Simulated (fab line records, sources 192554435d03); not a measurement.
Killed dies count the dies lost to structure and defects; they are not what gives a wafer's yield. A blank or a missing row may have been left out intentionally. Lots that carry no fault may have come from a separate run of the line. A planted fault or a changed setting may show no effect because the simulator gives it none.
Matching of chambers + flow n5_finfet + N5_MOL_CONTACT_COAG_STRIP_96 on rie_diel-05: 4 sister chambers
The step strips in N2/H2. 14 wafers are shown with their chamber, then 7 later ones without.

## WAFERS PAIRED WITH THEIR CHAMBERS
| wafer  | chamber | showerhead_plenum_p_Torr (Torr) | oes_product_au (a.u.) | throttle_valve_pct (%) |
|--------|---------|---------------------------------|-----------------------|------------------------|
| L076.3 | 1       | 3.21                            | 0.74                  | 18.7                   |
| L076.4 | 3       | 3.33                            | 0.72                  | 18.6                   |
| L076.5 | 0       | 3.55                            | 0.84                  | 19.0                   |
| L081.1 | 0       | 3.54                            | 0.84                  | 19.0                   |
| L081.3 | 2       | 3.60                            | 0.95                  | 18.8                   |
| L081.5 | 2       | 3.60                            | 0.95                  | 18.8                   |
| L085.3 | 2       | 3.59                            | 0.91                  | 18.8                   |
| L085.4 | 1       | 3.19                            | 0.72                  | 18.8                   |
| L085.6 | 1       | 3.19                            | 0.71                  | 18.8                   |
| L086.1 | 0       | 3.54                            | 0.82                  | 19.0                   |
| L086.4 | 1       | 3.19                            | 0.71                  | 18.8                   |
| L086.5 | 2       | 3.59                            | 0.91                  | 18.8                   |
| L089.3 | 3       | 3.32                            | 0.69                  | 18.7                   |
| L089.4 | 1       | 3.19                            | 0.69                  | 18.8                   |

SIGNATURES (means of the wafers above)
| reading                  | chamber 0 | chamber 1 | chamber 2 | chamber 3 | scatter within a chamber |
|--------------------------|-----------|-----------|-----------|-----------|--------------------------|
| showerhead_plenum_p_Torr | 3.5433    | 3.1940    | 3.5950    | 3.3250    | 0.00733                  |
| oes_product_au           | 0.8333    | 0.7140    | 0.9300    | 0.7050    | 0.0191                   |
| throttle_valve_pct       | 19.000    | 18.780    | 18.800    | 18.650    | 0.0361                   |
Rule: for a wafer and a chamber, the distance is found by dividing, reading by reading, the gap between the wafer's reading and the chamber's mean by the reading's scatter, squaring, summing and taking the root. If the next closest chamber is less than 2 further off than the closest, the wafer can't be placed; otherwise it belongs to the closest. How the scatter is found: for the shown wafers, subtract from each reading the mean of its chamber, square and add these, divide the total by (wafers less chambers), then take the root.

## WAFERS MISSING THEIR CHAMBER
| wafer  | showerhead_plenum_p_Torr (Torr) | oes_product_au (a.u.) | throttle_valve_pct (%) |
|--------|---------------------------------|-----------------------|------------------------|
| L089.6 | 3.19                            | 0.71                  | 18.8                   |
| L093.1 | 3.19                            | 0.70                  | 18.8                   |
| L093.2 | 3.59                            | 0.89                  | 18.8                   |
| L093.5 | 3.19                            | 0.70                  | 18.8                   |
| L096.1 | 3.31                            | 0.68                  | 18.7                   |
| L096.2 | 3.52                            | 0.79                  | 19.1                   |
| L096.3 | 3.18                            | 0.68                  | 18.8                   |

## WHICH CHAMBER EACH WENT THROUGH
| wafer  | from the rows above | in truth |
|--------|---------------------|----------|
| L089.6 | 1                   | 1        |
| L093.1 | 1                   | 1        |
| L093.2 | 2                   | 2        |
| L093.5 | 1                   | 1        |
| L096.1 | 3                   | 3        |
| L096.2 | 0                   | 0        |
| L096.3 | 1                   | 1        |
Correctly placed: 7 of 7. Can't be placed from these rows: 0. Wrongly placed: 0.
